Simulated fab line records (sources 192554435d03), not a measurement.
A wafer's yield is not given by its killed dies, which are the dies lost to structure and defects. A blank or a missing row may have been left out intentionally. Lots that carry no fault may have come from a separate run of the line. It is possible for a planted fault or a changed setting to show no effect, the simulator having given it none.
Which tool did it?	flow n5_finfet	10 lots with 30 wafers sampled at 4 steps, on a route of 1938 steps

## WHAT THE GAUGES READ, wafer by wafer
N5_BEOL_M4_RC_MEAS_101. Usual: DIBL_N 36.6 mV/V, standard deviation 1.1; DIBL_P 36.8 mV/V, standard deviation 1.6; IOFF_N 0.169 nA/um, standard deviation 0.024; IOFF_P 0.206 nA/um, standard deviation 0.028; ION_N 679 uA/um, standard deviation 9.2; ION_P 462 uA/um, standard deviation 7; SS_N 71.6 mV/dec, standard deviation 0.57; SS_P 73.3 mV/dec, standard deviation 0.57; VT_N 248.8 mV, standard deviation 2.4; VT_P -251 mV, standard deviation 3.
lot	measured	on	DIBL_N (mV/V)	DIBL_P (mV/V)	IOFF_N (nA/um)	IOFF_P (nA/um)	ION_N (uA/um)	ION_P (uA/um)	SS_N (mV/dec)	SS_P (mV/dec)	VT_N (mV)	VT_P (mV)	flag
L864	day 9 04:16	prober-02	38.0 35.2 36.1	36.6 33.2 34.4	0.222 0.158 0.171	0.228 0.176 0.189	689 684 677	460 460 462	72.8 71.6 71.7	73.8 72.5 73.7	244.6 246.5 247.0	-247 -251 -251	
L873	day 12 00:11	prober-01	36.8 38.2 36.5	36.2 37.8 35.4	0.164 0.193 0.152	0.212 0.240 0.204	688 694 671	469 473 458	71.3 71.7 71.6	73.0 74.0 73.1	247.4 246.7 248.8	-251 -249 -250	
L879	day 13 11:52	prober-02	37.6 38.0 36.0	36.6 37.1 34.8	0.173 0.187 0.149	0.171 0.183 0.158	673 680 673	447 453 451	71.0 72.1 71.1	73.9 73.8 73.6	248.9 248.6 251.8	-255 -259 -258	
L880	day 13 16:56	prober-01	36.6 38.3 38.3	36.3 37.9 38.0	0.168 0.202 0.201	0.195 0.221 0.219	676 680 678	460 467 461	71.5 71.9 72.1	73.1 73.3 73.6	247.7 247.3 246.5	-249 -250 -249	
L881	day 13 18:54	prober-02	36.7 35.1 36.9	35.8 34.5 36.0	0.169 0.149 0.172	0.236 0.217 0.234	681 677 684	468 469 468	71.6 71.0 72.2	72.7 73.1 72.9	248.6 249.2 246.8	-248 -249 -248	
L882	day 14 04:37	prober-02	36.3 35.4 35.3	37.4 36.6 36.5	0.169 0.160 0.150	0.221 0.210 0.212	673 678 672	466 466 466	71.8 72.1 72.1	73.9 73.6 73.2	249.2 249.0 253.6	-247 -251 -251	
L884	day 15 09:16	prober-02	36.8 36.5 36.8	37.4 37.5 36.6	0.157 0.155 0.149	0.196 0.204 0.186	682 679 683	465 466 461	71.2 71.1 71.4	73.6 73.1 73.7	246.8 249.0 248.1	-251 -252 -251	
L885	day 15 13:02	prober-02	35.9 36.3 37.0	36.9 37.3 38.6	0.140 0.143 0.157	0.171 0.179 0.190	673 675 675	455 460 461	70.7 71.4 71.6	72.8 72.9 72.7	255.4 252.2 250.8	-252 -253 -252	

## EACH LOT AND THE TOOL THAT RAN IT (in order: tool; ch and the chambers of the sampled wafers; start)
lot	N5_PMOS_HMC_CHANNEL_EPI_DESCUM_14	N5_PMOS_HMC_CHANNEL_EPI_HM_OPEN_15	N5_PMOS_HMC_CHANNEL_EPI_CMP_21
L864	rie_diel-06 ch 1,3, day 2 05:25	rie_diel-06 ch 1,3, day 2 05:29	cmp-04 ch 0,3, day 2 07:22
L870	rie_diel-05 ch 0,1,3, day 3 17:34	rie_diel-05 ch 0,1,3, day 3 17:38	cmp-03 ch 1,2,3, day 3 20:03
L871	rie_diel-02 ch 2,3, day 3 23:54	rie_diel-02 ch 2,3, day 3 23:59	cmp-03 ch 1,3, day 4 02:19
L873	rie_diel-05 ch 2,3, day 4 11:04	rie_diel-05 ch 2,3, day 4 11:08	cmp-03 ch 0,1,3, day 4 13:58
L879	rie_diel-02 ch 0,2,3, day 5 23:35	rie_diel-02 ch 0,2,3, day 5 23:40	cmp-03 ch 0,1,2, day 6 01:32
L880	rie_diel-05 ch 1,3, day 6 05:35	rie_diel-05 ch 1,3, day 6 05:40	cmp-04 ch 0,1,3, day 6 07:38
L881	rie_diel-05 ch 1,3, day 6 11:21	rie_diel-05 ch 1,3, day 6 11:26	cmp-03 ch 1,2,3, day 6 13:19
L882	rie_diel-05 ch 1,2, day 6 17:19	rie_diel-05 ch 1,2, day 6 17:23	cmp-03 ch 1,3, day 6 20:30
L884	rie_diel-02 ch 0,1, day 7 06:16	rie_diel-02 ch 0,1, day 7 06:20	cmp-03 ch 0,2, day 7 08:17
L885	rie_diel-02 ch 1,2, day 7 15:35	rie_diel-02 ch 1,2, day 7 15:40	cmp-04 ch 1,3, day 7 17:35
- N5_PMOS_HMC_CHANNEL_EPI_DESCUM_14: chemistry O2, time 7.9 s.
- N5_PMOS_HMC_CHANNEL_EPI_HM_OPEN_15: chemistry CHF3/O2, target SiO2, target depth 40.6 nm, time 20.3 s.
- N5_PMOS_HMC_CHANNEL_EPI_CMP_21: polishes SiGe30, target thk 54 nm.

## WHAT THE TOOLS THEMSELVES READ (means of the sampled wafers that have a number; where no wafer has one, the mark that the record gives instead)
N5_PMOS_HMC_CHANNEL_EPI_DESCUM_14. Usual: chamber_pressure_mTorr 20.001 mTorr (standard deviation 0.018); drypump_motor_current_A 5.8 A (standard deviation 0.5); o2_flow_sccm 225.0 sccm (standard deviation 0.67); oes_product_au 0.83 a.u. (standard deviation 0.074); rf_vpp_V 243.3 V (standard deviation 1.2); showerhead_plenum_p_Torr 2.11 Torr (standard deviation 0.064); throttle_valve_pct 20.28 % (standard deviation 0.19).
lot	tool	chamber_pressure_mTorr (mTorr)	drypump_motor_current_A (A)	o2_flow_sccm (sccm)	oes_product_au (a.u.)	rf_vpp_V (V)	showerhead_plenum_p_Torr (Torr)	throttle_valve_pct (%)	flag
L864	rie_diel-06	20.013	5.4	225.3	0.86	242.1	2.05	20.42	
L870	rie_diel-05	20.018	5.6	225.0	0.79	243.7	2.17	20.14	
L871	rie_diel-02	20.017	5.2	224.9	0.87	242.2	2.07	20.15	
L873	rie_diel-05	20.000	5.6	225.1	0.86	244.6	2.16	20.13	
L879	rie_diel-02	20.011	5.5	225.3	0.85	243.6	2.10	20.19	
L880	rie_diel-05	20.000	5.9	225.6	0.76	243.9	2.13	20.14	
L881	rie_diel-05	20.006	5.9	224.5	0.77	244.6	2.17	20.14	
L882	rie_diel-05	19.994	5.5	224.3	0.89	243.4	2.07	20.18	
L884	rie_diel-02	20.009	6.2	225.2	0.88	244.1	2.20	20.26	
L885	rie_diel-02	19.994	6.2	224.2	0.87	243.9	2.17	20.45	

N5_PMOS_HMC_CHANNEL_EPI_HM_OPEN_15. Usual: CHF3_flow_sccm 50.00 sccm, standard deviation 0.13; O2_flow_sccm 5.002 sccm, standard deviation 0.014; chamber_pressure_mTorr 30.002 mTorr, standard deviation 0.029; drypump_motor_current_A 5.8 A, standard deviation 0.49; mfc_ar_sccm 200.0 sccm, standard deviation 0.55; oes_product_au 0.83 a.u., standard deviation 0.071; rf_vpp_V 526 V, standard deviation 5.5; showerhead_plenum_p_Torr 2.42 Torr, standard deviation 0.068; throttle_valve_pct 18.73 %, standard deviation 0.18.
lot	tool	CHF3_flow_sccm (sccm)	O2_flow_sccm (sccm)	chamber_pressure_mTorr (mTorr)	drypump_motor_current_A (A)	mfc_ar_sccm (sccm)	oes_product_au (a.u.)	rf_vpp_V (V)	showerhead_plenum_p_Torr (Torr)	throttle_valve_pct (%)	flag
L864	rie_diel-06	50.05	4.991	30.036	5.4	200.1	0.86	527	2.35	18.81	
L870	rie_diel-05	-	-	-	-	-	-	-	-	-	OFF
L871	rie_diel-02	-	-	-	-	-	-	-	-	-	OFF
L873	rie_diel-05	50.01	5.003	29.983	5.6	200.6	0.86	527	2.46	18.55	
L879	rie_diel-02	50.06	4.992	30.012	5.5	199.8	0.85	532	2.41	18.65	
L880	rie_diel-05	49.96	4.988	30.030	5.9	200.1	0.77	521	2.44	18.58	
L881	rie_diel-05	50.01	4.994	29.995	5.9	200.2	0.77	524	2.48	18.54	
L882	rie_diel-05	49.90	5.012	30.038	5.5	200.2	0.88	522	2.38	18.65	
L884	rie_diel-02	50.02	5.009	29.989	6.2	199.7	0.88	527	2.53	18.69	
L885	rie_diel-02	50.17	5.017	30.005	6.2	199.8	0.86	533	2.49	18.88	

N5_PMOS_HMC_CHANNEL_EPI_CMP_21. Usual: 12.0 A for motor_current_A, sd 1.3.
lot	tool	motor_current_A (A)	flag
L864	cmp-04	10.2	
L870	cmp-03	12.3	
L871	cmp-03	13.2	
L873	cmp-03	12.4	
L879	cmp-03	12.2	
L880	cmp-04	11.9	
L881	cmp-03	12.7	
L882	cmp-03	12.8	
L884	cmp-03	11.5	
L885	cmp-04	13.2	

## THE ANSWER, worked out from the rows above alone
Rule: take the mean of a lot's wafers that have a number; if it is more than 3 standard deviations from the usual mean, the lot is off. A lot without any number at a reading at which 4 lots or more have one is off too. Any other lot the step has rows for is counted as sound. After the gauges, taken in route order, come the tools' own readings; for these a lot's mean is taken, as printed above. At the first step where some lot is off, the reading lying furthest off is the one used; lots without a number count as furthest.
Off: L870, L871, at N5_PMOS_HMC_CHANNEL_EPI_HM_OPEN_15 (CHF3_flow_sccm). Without a number there: L870, L871.
A tool fits if, at that step or a process step before it, it ran every lot that is off, and no sound lot after the first of them. None of those tried fits.

## WHAT THE SIMULATOR HAD PUT IN
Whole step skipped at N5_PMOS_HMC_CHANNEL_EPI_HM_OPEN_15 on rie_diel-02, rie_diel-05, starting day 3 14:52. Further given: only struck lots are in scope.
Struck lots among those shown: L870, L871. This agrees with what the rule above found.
